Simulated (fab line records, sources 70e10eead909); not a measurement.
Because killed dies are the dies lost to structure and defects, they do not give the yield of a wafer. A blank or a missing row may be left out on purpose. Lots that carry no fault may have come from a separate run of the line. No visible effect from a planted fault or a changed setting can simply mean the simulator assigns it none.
fab line records + flow nand-harc
record
- lots=15
- wafers=45
- last-day=24
route steps=1159 shown P_STI@81
lots that met no fault: taken from a fault-free run of the same line
start-h: hours from the record's opening day to when the first of the lot's shown wafers began + wait-h: hours from the lot's prior step to this one + " the same as in the row above + L1.1+2: one row covering several wafers at once + - either no value or no given start + * or withheld: withheld + < > ~ a bound
route shown NAME@n: a module of which the file shows steps, and the number in the route of the first + usual: mean and standard deviation over wafers with no fault + same: alike in all rows + chamber/n: place in a boat + sites: the reading at each site + _std_site: standard deviation of those values + _edge_site: the outer-site mean with the inner-site mean subtracted + radius-mm: for every site, how far away it sits from the centre of the wafer + mask NAME#n: copy n + behind: the last tool/chamber to shape the wafer + hold: what put the lot on hold/how long, in hours/how the hold closed + device: the transistor (n, p or np) that didn't switch + end of line: the same wafers' tests at the end of the route + a step without rows: its recipe alone + killed: count of dies lost to structure and defects at first sort (not the wafer's yield) + map: a wafer's dies, marking killed ones x, the rest . and places with no die _
set.NAME: setting as actually run; set.NAME@STEP: the setting as run at that earlier step + model.NAME: the simulator's own value behind a step, which no gauge read
the route's steps for a sample of lots (tables are steps, rows are wafers)
services: from which hour (start-h, from the record's first day; less than 0 if before it) a tool's chamber was out of use, for how many hours, and why
## steps
# step NHARC_P_STI_PEB_07
# recipe
- peb-temp-c=128
- peb-time-s=80
# usual
- chill-plate-temp-C=23.00/0.1
- exhaust-pa=45.0/0.89
| lot.wafer | tool           | chamber | start-h | wait-h | chill-plate-temp-C | exhaust-pa |
|-----------|----------------|---------|---------|--------|--------------------|------------|
| L344.2    | litho-track-03 | 0       | 49.85   | 0.1    | 23.03              | 44.3       |
| L344.4    | "              | 0       | "       | "      | 23.15              | 45.4       |
| L344.6    | "              | 0       | "       | "      | 22.98              | 43.9       |
| L343.1    | litho-track-07 | 0       | 50.00   | 0.1    | 22.99              | 45.4       |
| L343.4    | "              | 0       | "       | "      | 22.93              | 45.4       |
| L343.6    | "              | 0       | "       | "      | 23.03              | 45.6       |
| L345.1    | litho-track-03 | 0       | 59.34   | 0.1    | 23.05              | 45.2       |
| L345.3    | "              | 0       | "       | "      | 23.01              | 44.8       |
| L345.5    | "              | 0       | "       | "      | 23.04              | 45.1       |
| L347.3    | litho-track-03 | 0       | 71.30   | 0.1    | 22.87              | 44.2       |
| L347.4    | "              | 0       | "       | "      | 22.83              | 45.0       |
| L347.5    | "              | 0       | "       | "      | 22.78              | 45.0       |
| L348.2    | litho-track-05 | 0       | 76.86   | 0.1    | 23.13              | 42.5       |
| L348.5    | "              | 0       | "       | "      | 22.91              | 44.5       |
| L348.6    | "              | 0       | "       | "      | 23.05              | 43.8       |
| L349.1    | litho-track-05 | 0       | 83.55   | 0.1    | 22.90              | 44.9       |
| L349.5    | "              | 0       | "       | "      | 23.03              | 46.5       |
| L349.6    | "              | 0       | "       | "      | 22.93              | 46.7       |
| L350.1    | litho-track-03 | 0       | 91.45   | 0.1    | 23.04              | 45.6       |
| L350.2    | "              | 0       | "       | "      | 22.91              | 44.9       |
| L350.3    | "              | 0       | "       | "      | 23.00              | 45.9       |
| L351.1    | litho-track-05 | 0       | 91.61   | 0.1    | 22.91              | 43.9       |
| L351.3    | "              | 0       | "       | "      | 22.83              | 45.1       |
| L351.4    | "              | 0       | "       | "      | 22.82              | 45.3       |
| L352.4    | litho-track-05 | 0       | 102.97  | 0.0    | 23.03              | 45.3       |
| L352.5    | "              | 0       | "       | "      | 23.07              | 46.0       |
| L352.6    | "              | 0       | "       | "      | 23.14              | 45.2       |
| L353.1    | litho-track-07 | 0       | 106.86  | 0.1    | 23.02              | 45.5       |
| L353.2    | "              | 0       | "       | "      | 23.22              | 47.5       |
| L353.3    | "              | 0       | "       | "      | 23.06              | 46.6       |
| L356.1    | litho-track-07 | 0       | 125.65  | 0.1    | 23.02              | 44.8       |
| L356.3    | "              | 0       | "       | "      | 23.23              | 44.8       |
| L356.6    | "              | 0       | "       | "      | 23.11              | 44.3       |
| L362.1    | litho-track-07 | -       | 157.16  | 0.1    | -                  | -          |
| L362.2    | "              | -       | "       | "      | -                  | -          |
| L362.4    | "              | -       | "       | "      | -                  | -          |
| L361.3    | litho-track-03 | -       | 157.33  | 0.1    | -                  | -          |
| L361.4    | "              | -       | "       | "      | -                  | -          |
| L361.6    | "              | -       | "       | "      | -                  | -          |
| L363.2    | litho-track-03 | -       | 167.94  | 0.1    | -                  | -          |
| L363.3    | "              | -       | "       | "      | -                  | -          |
| L363.4    | "              | -       | "       | "      | -                  | -          |
| L364.1    | litho-track-03 | 0       | 173.39  | 0.1    | 22.89              | 44.6       |
| L364.4    | "              | 0       | "       | "      | 22.93              | 43.7       |
| L364.5    | "              | 0       | "       | "      | 22.96              | 44.2       |
# step NHARC_P_STI_CD_MEAS_09
# recipe
- target-cd-nm=200
- landing-energy-ev=500
# usual
- cd-nm=200.0/1.6
| lot.wafer | tool      | chamber | start-h | wait-h | cd-nm |
|-----------|-----------|---------|---------|--------|-------|
| L344.2    | cd-sem-01 | 0       | 49.93   | -      | 199.3 |
| L344.4    | "         | 0       | "       | "      | 200.0 |
| L344.6    | "         | 0       | "       | "      | 198.0 |
| L343.1    | cd-sem-01 | 0       | 50.10   | -      | 201.7 |
| L343.4    | "         | 0       | "       | "      | 198.3 |
| L343.6    | "         | 0       | "       | "      | 201.0 |
| L345.1    | cd-sem-01 | 0       | 59.43   | -      | 198.6 |
| L345.3    | "         | 0       | "       | "      | 199.9 |
| L345.5    | "         | 0       | "       | "      | 198.0 |
| L347.3    | cd-sem-02 | 0       | 71.39   | -      | 200.2 |
| L347.4    | "         | 0       | "       | "      | 202.0 |
| L347.5    | "         | 0       | "       | "      | 199.9 |
| L348.2    | cd-sem-02 | 0       | 76.94   | -      | 196.0 |
| L348.5    | "         | 0       | "       | "      | 196.5 |
| L348.6    | "         | 0       | "       | "      | 198.8 |
| L349.1    | cd-sem-02 | 0       | 83.63   | -      | 199.9 |
| L349.5    | "         | 0       | "       | "      | 201.5 |
| L349.6    | "         | 0       | "       | "      | 199.6 |
| L350.1    | cd-sem-03 | 0       | 91.54   | -      | 198.2 |
| L350.2    | "         | 0       | "       | "      | 196.2 |
| L350.3    | "         | 0       | "       | "      | 196.7 |
| L351.1    | cd-sem-02 | 0       | 91.70   | -      | 201.1 |
| L351.3    | "         | 0       | "       | "      | 199.4 |
| L351.4    | "         | 0       | "       | "      | 202.5 |
| L352.4    | cd-sem-03 | 0       | 103.06  | -      | 198.6 |
| L352.5    | "         | 0       | "       | "      | 201.0 |
| L352.6    | "         | 0       | "       | "      | 202.7 |
| L353.1    | cd-sem-03 | 0       | 106.95  | -      | 197.1 |
| L353.2    | "         | 0       | "       | "      | 197.8 |
| L353.3    | "         | 0       | "       | "      | 199.9 |
| L356.1    | cd-sem-01 | 0       | 125.74  | -      | 200.5 |
| L356.3    | "         | 0       | "       | "      | 200.6 |
| L356.6    | "         | 0       | "       | "      | 199.7 |
| L362.1    | cd-sem-02 | 0       | 157.25  | -      | -     |
| L362.2    | "         | 0       | "       | "      | -     |
| L362.4    | "         | 0       | "       | "      | -     |
| L361.3    | cd-sem-01 | 0       | 157.41  | -      | -     |
| L361.4    | "         | 0       | "       | "      | -     |
| L361.6    | "         | 0       | "       | "      | -     |
| L363.2    | cd-sem-03 | 0       | 168.02  | -      | -     |
| L363.3    | "         | 0       | "       | "      | -     |
| L363.4    | "         | 0       | "       | "      | -     |
| L364.1    | cd-sem-03 | 0       | 173.47  | -      | 200.3 |
| L364.4    | "         | 0       | "       | "      | 197.7 |
| L364.5    | "         | 0       | "       | "      | 200.9 |
# step NHARC_P_STI_OVL_MEAS_10
# usual
- overlay-x-nm=1/5.6
- overlay-y-nm=0/5.6
| lot.wafer | tool       | chamber | start-h | wait-h | overlay-x-nm | overlay-y-nm |
|-----------|------------|---------|---------|--------|--------------|--------------|
| L344.2    | overlay-01 | -       | 50.02   | -      | 8            | -1           |
| L344.4    | "          | -       | "       | "      | 8            | -2           |
| L344.6    | "          | -       | "       | "      | 8            | -2           |
| L343.1    | overlay-01 | -       | 50.19   | -      | -8           | -4           |
| L343.4    | "          | -       | "       | "      | -8           | -5           |
| L343.6    | "          | -       | "       | "      | -8           | -4           |
| L345.1    | overlay-01 | -       | 59.52   | -      | 8            | -8           |
| L345.3    | "          | -       | "       | "      | 8            | -8           |
| L345.5    | "          | -       | "       | "      | 8            | -9           |
| L347.3    | overlay-01 | -       | 71.47   | -      | 7            | 7            |
| L347.4    | "          | -       | "       | "      | 7            | 7            |
| L347.5    | "          | -       | "       | "      | 8            | 8            |
| L348.2    | overlay-01 | -       | 77.03   | -      | 0            | 0            |
| L348.5    | "          | -       | "       | "      | 0            | -1           |
| L348.6    | "          | -       | "       | "      | 0            | 0            |
| L349.1    | overlay-01 | -       | 83.72   | -      | -13          | -6           |
| L349.5    | "          | -       | "       | "      | -13          | -6           |
| L349.6    | "          | -       | "       | "      | -13          | -7           |
| L350.1    | overlay-01 | -       | 91.63   | -      | -6           | 0            |
| L350.2    | "          | -       | "       | "      | -6           | 0            |
| L350.3    | "          | -       | "       | "      | -6           | 0            |
| L351.1    | overlay-02 | -       | 91.79   | -      | 2            | 1            |
| L351.3    | "          | -       | "       | "      | 2            | 0            |
| L351.4    | "          | -       | "       | "      | 2            | 1            |
| L352.4    | overlay-01 | -       | 103.15  | -      | 4            | -3           |
| L352.5    | "          | -       | "       | "      | 4            | -3           |
| L352.6    | "          | -       | "       | "      | 4            | -3           |
| L353.1    | overlay-02 | -       | 107.04  | -      | 6            | 3            |
| L353.2    | "          | -       | "       | "      | 7            | 3            |
| L353.3    | "          | -       | "       | "      | 6            | 2            |
| L356.1    | overlay-01 | -       | 125.83  | -      | 1            | 10           |
| L356.3    | "          | -       | "       | "      | 1            | 10           |
| L356.6    | "          | -       | "       | "      | 1            | 11           |
| L362.1    | overlay-02 | -       | 157.34  | -      | -            | -            |
| L362.2    | "          | -       | "       | "      | -            | -            |
| L362.4    | "          | -       | "       | "      | -            | -            |
| L361.3    | overlay-01 | -       | 157.50  | -      | -            | -            |
| L361.4    | "          | -       | "       | "      | -            | -            |
| L361.6    | "          | -       | "       | "      | -            | -            |
| L363.2    | overlay-01 | -       | 168.11  | -      | -            | -            |
| L363.3    | "          | -       | "       | "      | -            | -            |
| L363.4    | "          | -       | "       | "      | -            | -            |
| L364.1    | overlay-02 | -       | 173.57  | -      | 6            | 2            |
| L364.4    | "          | -       | "       | "      | 6            | 2            |
| L364.5    | "          | -       | "       | "      | 6            | 2            |
# step NHARC_P_STI_ETCH_31
# recipe
- target-depth-a=1089
- time-s=54.5
- cf4-flow-sccm=100
- chf3-flow-sccm=30
- ar-flow-sccm=0
- rf-w=500
- bias-w=200
- chemistry=CF4/CHF3
# usual
- bias-w=199.9/0.63
- chamber-pressure-mTorr=24.999/0.024
- drypump-motor-current-A=5.7/0.44
- mfc-ar-sccm=0.014/0.015
- oes-product-au=0.968/0.015
- rf-vpp-V=369.9/2.1
- showerhead-plenum-p-Torr=1.55/0.06
- throttle-valve-pct=16.802/0.0093
| lot.wafer | tool        | chamber | start-h | wait-h | bias-w | chamber-pressure-mTorr | drypump-motor-current-A | mfc-ar-sccm | oes-product-au | rf-hours-counter-h | rf-vpp-V | showerhead-plenum-p-Torr | throttle-valve-pct |
|-----------|-------------|---------|---------|--------|--------|------------------------|-------------------------|-------------|----------------|--------------------|----------|--------------------------|--------------------|
| L344.2    | rie-diel-10 | 0       | -       | -      | 199.9  | 24.977                 | 5.9                     | 0           | 0.987          | 3.7                | 368.1    | 1.50                     | 16.803             |
| L344.4    | "           | 2       | "       | "      | 200.3  | 24.957                 | 4.7                     | 0.016       | 0.962          | 3.3                | 373.3    | 1.63                     | 16.808             |
| L344.6    | "           | 0       | "       | "      | 200.7  | 25.011                 | 5.9                     | 0           | 0.980          | -                  | 368.9    | 1.50                     | 16.796             |
| L343.4    | rie-diel-12 | 0       | -       | -      | 201.2  | 25.012                 | 6.0                     | 0.020       | 0.978          | 0.5                | 372.5    | 1.62                     | 16.807             |
| L343.1    | "           | 1       | "       | "      | 199.5  | 24.971                 | 5.5                     | 0.032       | 0.980          | 0.6                | 369.2    | 1.51                     | 16.808             |
| L343.6    | "           | 3       | "       | "      | 199.9  | 25.022                 | 6.0                     | 0.017       | 0.964          | -                  | 371.1    | 1.59                     | 16.801             |
| L345.3    | rie-diel-10 | 2       | -       | -      | 199.9  | 25.030                 | 4.7                     | 0.016       | 0.954          | 3.5                | 372.1    | 1.63                     | 16.806             |
| L345.1    | "           | 1       | "       | "      | 199.7  | 25.014                 | 6.4                     | 0           | 0.965          | 1.6                | 372.1    | 1.61                     | 16.802             |
| L345.5    | "           | 3       | "       | "      | 200.2  | 24.958                 | 5.5                     | 0           | 0.954          | -                  | 368.5    | 1.49                     | 16.793             |
| L347.3    | rie-diel-10 | 1       | -       | -      | 200.4  | 24.994                 | 6.3                     | 0           | 0.974          | 2.3                | 371.2    | 1.61                     | 16.808             |
| L347.4    | "           | 3       | "       | "      | 199.4  | 25.020                 | 5.5                     | 0           | 0.990          | 4.2                | 369.3    | 1.49                     | 16.787             |
| L347.5    | "           | 1       | "       | "      | 200.2  | 24.981                 | 6.3                     | 0           | 0.982          | -                  | 371.5    | 1.61                     | 16.803             |
| L348.2    | rie-diel-10 | 2       | -       | -      | 199.1  | 24.994                 | 4.7                     | 0.016       | 0.988          | 4.1                | 373.0    | 1.63                     | 16.799             |
| L348.5    | "           | 0       | "       | "      | 200.7  | 24.994                 | 5.9                     | 0           | 0.971          | -                  | 368.2    | 1.50                     | 16.803             |
| L348.6    | "           | 1       | "       | "      | 198.8  | 24.976                 | 6.4                     | 0           | 0.968          | -                  | 372.3    | 1.61                     | 16.792             |
| L349.1    | rie-diel-12 | 0       | -       | -      | 199.7  | 24.977                 | 6.0                     | 0.020       | 0.918          | 1.4                | 372.5    | 1.62                     | 16.799             |
| L349.5    | "           | 1       | "       | "      | 199.0  | 24.986                 | 5.5                     | 0.032       | 0.928          | -                  | 368.1    | 1.51                     | 16.781             |
| L349.6    | "           | 2       | "       | "      | 199.7  | 25.035                 | 5.7                     | 0.044       | 0.925          | -                  | 368.1    | 1.48                     | 16.807             |
| L350.2    | rie-diel-10 | 2       | -       | -      | 200.7  | 24.992                 | 4.7                     | 0.016       | 0.985          | 5.8                | 372.6    | 1.63                     | 16.793             |
| L350.3    | "           | 3       | "       | "      | 200.1  | 24.972                 | 5.5                     | 0           | 0.970          | 5.7                | 366.3    | 1.49                     | 16.801             |
| L350.1    | "           | 1       | "       | "      | 200.0  | 24.988                 | 6.4                     | 0           | 0.981          | 3.9                | 371.1    | 1.61                     | 16.823             |
| L351.4    | rie-diel-12 | 1       | -       | -      | 199.3  | 24.963                 | 5.5                     | 0.032       | 0.970          | 2.0                | 369.5    | 1.51                     | 16.804             |
| L351.3    | "           | 3       | "       | "      | 200.0  | 24.983                 | 5.9                     | 0.017       | 0.974          | 1.8                | 371.5    | 1.59                     | 16.799             |
| L351.1    | "           | 0       | "       | "      | 199.7  | 24.967                 | 6.0                     | 0.020       | 0.956          | 1.4                | 371.3    | 1.62                     | 16.793             |
| L352.4    | rie-diel-12 | 3       | -       | -      | 200.1  | 24.971                 | 5.9                     | 0.017       | 0.974          | 2.1                | 372.0    | 1.59                     | 16.797             |
| L352.6    | "           | 3       | "       | "      | 199.7  | 25.042                 | 5.9                     | 0.017       | 0.970          | -                  | 370.2    | 1.59                     | 16.807             |
| L352.5    | "           | 0       | "       | "      | 199.8  | 24.985                 | 6.0                     | 0.020       | 0.952          | -                  | 372.5    | 1.62                     | 16.788             |
| L353.1    | rie-diel-03 | 1       | -       | -      | 199.9  | 24.983                 | 5.7                     | 0.002       | 0.966          | 2.0                | 368.1    | 1.48                     | 16.818             |
| L353.2    | "           | 2       | "       | "      | 201.0  | 25.033                 | 6.1                     | 0.020       | 0.984          | 2.8                | 371.5    | 1.62                     | 16.818             |
| L353.3    | "           | 0       | "       | "      | 199.5  | 25.013                 | 5.3                     | 0           | 0.962          | 2.8                | 371.0    | 1.60                     | 16.805             |
| L356.3    | rie-diel-12 | 0       | -       | -      | 198.4  | 24.989                 | 5.9                     | 0.020       | 0.976          | 2.3                | 372.9    | 1.62                     | 16.800             |
| L356.1    | "           | 2       | "       | "      | 199.9  | 25.018                 | 5.7                     | 0.044       | 0.970          | 2.6                | 368.5    | 1.48                     | 16.789             |
| L356.6    | "           | 1       | "       | "      | 199.3  | 25.025                 | 5.5                     | 0.032       | 0.982          | -                  | 367.0    | 1.51                     | 16.797             |
| L362.4    | rie-diel-03 | 2       | -       | -      | 199.9  | 25.042                 | 6.1                     | 0.020       | 0.977          | 4.4                | 373.0    | 1.62                     | 16.806             |
| L362.1    | "           | 3       | "       | "      | 199.8  | 25.023                 | 6.3                     | 0           | 0.966          | 4.3                | 370.8    | 1.53                     | 16.791             |
| L362.2    | "           | 0       | "       | "      | 199.3  | 25.026                 | 5.3                     | 0           | 0.963          | 4.6                | 371.4    | 1.60                     | 16.807             |
| L361.4    | rie-diel-10 | 3       | -       | -      | 200.0  | 24.995                 | 5.6                     | 0           | 0.948          | 8.9                | 367.8    | 1.49                     | 16.800             |
| L361.3    | "           | 2       | "       | "      | 200.6  | 24.974                 | 4.7                     | 0.016       | 0.946          | 9.4                | 372.5    | 1.63                     | 16.796             |
| L361.6    | "           | 0       | "       | "      | 199.0  | 24.976                 | 5.9                     | 0           | 0.963          | -                  | 367.7    | 1.50                     | 16.819             |
| L363.4    | rie-diel-03 | 1       | -       | -      | 199.2  | 25.041                 | 5.7                     | 0.002       | 0.988          | 4.0                | 368.0    | 1.48                     | 16.818             |
| L363.3    | "           | 2       | "       | "      | 200.1  | 25.011                 | 6.1                     | 0.020       | 0.989          | 4.7                | 373.3    | 1.62                     | 16.797             |
| L363.2    | "           | 0       | "       | "      | 199.7  | 24.975                 | 5.3                     | 0           | 0.967          | 5.0                | 370.6    | 1.60                     | 16.808             |
| L364.1    | rie-diel-10 | 3       | -       | -      | 200.2  | 24.977                 | 5.5                     | 0           | 0.975          | 9.8                | 368.2    | 1.49                     | 16.804             |
| L364.5    | "           | 1       | "       | "      | 200.1  | 24.958                 | 6.4                     | 0           | 0.966          | -                  | 372.3    | 1.61                     | 16.799             |
| L364.4    | "           | 2       | "       | "      | 200.1  | 24.995                 | 4.7                     | 0.016       | 0.968          | -                  | 372.0    | 1.63                     | 16.801             |
## services
| tool           | chamber | start-h | hours | kind   |
|----------------|---------|---------|-------|--------|
| rie-diel-10    | 1       | 31.55   | 14.9  | repair |
| rie-diel-10    | 0       | 33.04   | -     | clean  |
| rie-diel-10    | 2       | 33.04   | -     | clean  |
| rie-diel-10    | 3       | 33.04   | -     | clean  |
| litho-track-03 | -       | 38.00   | 7.0   | pm     |
| rie-diel-03    | -       | 38.33   | 9.0   | pm     |
| rie-diel-10    | 0       | 57.54   | -     | clean  |
| rie-diel-10    | 1       | 57.54   | -     | clean  |
| rie-diel-10    | 2       | 57.54   | -     | clean  |
| rie-diel-10    | 3       | 57.54   | -     | clean  |
| litho-track-05 | -       | 62.00   | 7.0   | pm     |
| rie-diel-10    | 0       | 82.04   | -     | clean  |
| rie-diel-10    | 1       | 82.04   | -     | clean  |
| rie-diel-10    | 2       | 82.04   | -     | clean  |
| rie-diel-10    | 3       | 82.04   | -     | clean  |
| rie-diel-12    | 0       | 84.22   | 7.9   | repair |
| rie-diel-03    | 1       | 85.49   | 16.3  | repair |
| rie-diel-10    | 0       | 106.54  | -     | clean  |
| rie-diel-10    | 1       | 106.54  | -     | clean  |
| rie-diel-10    | 2       | 106.54  | -     | clean  |
| rie-diel-12    | 1       | 135.70  | 7.3   | repair |
| rie-diel-10    | 0       | 138.67  | 6.8   | repair |
| rie-diel-10    | 0       | 163.76  | 5.2   | repair |
| rie-diel-10    | 0       | 171.71  | 20.7  | repair |
## key
first-sign
- step=NHARC_P_STI_PEB_07
- reading=tool-record
- direction=missing
effect none on later readings
met-at NHARC_P_STI_PEB_07
struck-lots L361,L362,L363
later-rows-left-out L361.3,L361.4,L361.6,L362.1,L362.2,L362.4,L363.2,L363.3,L363.4
sort-left-out L361.3,L361.4,L361.6,L362.1,L362.2,L362.4,L363.2,L363.3,L363.4
tester-left-out L361,L362,L363
not-acting-at NHARC_P_STI_CD_MEAS_09,NHARC_P_STI_OVL_MEAS_10,NHARC_P_STI_ETCH_31
onset-between 125.65 157.16
fault
- kind=skipped-step-whole
- tool=litho-track-03,litho-track-07
- chamber=-
- onset-h=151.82
- steps=NHARC_P_STI_PEB_07
- scope=struck-lots-only
# tester-left-out: of these lots the tester's yield and bins aren't shown, on N5 and GAA mostly nor the transistor test; their killed dies are dies lost to structure and defects alone, not to doping, threshold or leakage, so they don't give the yield
# sort-left-out: the simulated sort isn't trusted on such a fault, so these wafers' sort isn't shown, and their yield isn't known
# later-rows-left-out: the simulator's readings of these wafers behind a module that went badly wrong aren't trusted and aren't shown, but for the sort
